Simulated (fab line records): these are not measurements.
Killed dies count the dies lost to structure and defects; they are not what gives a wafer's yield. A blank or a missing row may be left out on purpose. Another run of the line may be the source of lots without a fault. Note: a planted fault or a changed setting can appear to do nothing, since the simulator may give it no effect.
Which tool is to blame? | flow n5 finfet | Sampling: 12 lots, 36 wafers, 2 of 1938 route steps

== WHAT THE GAUGES SHOWED, per wafer ==
N5_GATE_CUT_INSPECT_26: inspects for defects (darkfield).
lot  | measured     | on                | raw defect count
L075 | day 5 06:01  | defect inspect-02 | 35 28 23
L077 | day 5 12:56  | defect inspect-01 | 27 47 53
L079 | day 6 00:55  | defect inspect-02 | 14 19 33
L081 | day 6 14:19  | defect inspect-02 | 23 33 41
L083 | day 7 04:56  | defect inspect-01 | 30 26 25
L085 | day 7 18:16  | defect inspect-02 | 22 24 49
L087 | day 8 01:58  | defect inspect-01 | 18 41 19
L089 | day 8 12:11  | defect inspect-02 | 35 22 28
L091 | day 9 00:58  | defect inspect-01 | 57 28 59
L093 | day 9 09:11  | defect inspect-02 | 64 38 50
L095 | day 9 20:27  | defect inspect-01 | 48 35 41
L097 | day 10 10:08 | defect inspect-02 | 55 38 41

== WHICH TOOL RAN EACH LOT (tool, then ch and the chambers of the sampled wafers, then the start) ==
lot  | N5_GATE_CUT_VAPOR_ETCH_51
L075 | rie metal-02 ch 0,1, day 4 22:55
L077 | rie metal-02 ch 0,1, day 5 09:29
L079 | rie metal-02 ch 0,1, day 5 22:12
L081 | rie metal-01 ch 0,1, day 6 11:35
L083 | rie metal-02 ch 0,1, day 7 02:13
L085 | rie metal-01 ch 0, day 7 15:28
L087 | rie metal-02 ch 0,1, day 7 22:35
L089 | rie metal-01 ch 1, day 8 09:26
L091 | rie metal-01 ch 0,1, day 8 20:09
L093 | rie metal-02 ch 0,1, day 9 06:27
L095 | rie metal-02 ch 0,1, day 9 17:08
L097 | rie metal-03 ch 0,1, day 10 07:25
- N5_GATE_CUT_VAPOR_ETCH_51: etches HfO2 in BCl3/Cl2.

== THE ANSWER, worked out from the rows above alone ==
Rule: the usual values come from the lots themselves. The widest of any qualifying gaps counts: lots, ordered by their means at a reading, are off when they make up no more than a third of the lots, leave a main group of 4 or more, and stand apart from it by 3 or more times the standard deviation of that group's means. Not used: any main group whose means are identical at the precision the tables above print for the reading. A lot without any number at a reading at which 4 lots or more have one is off too. Any other lot the step has rows for is counted as sound.
Nothing can be told from this: no lot is off at any reading shown.

== WHAT THE SIMULATOR HAD PUT IN ==
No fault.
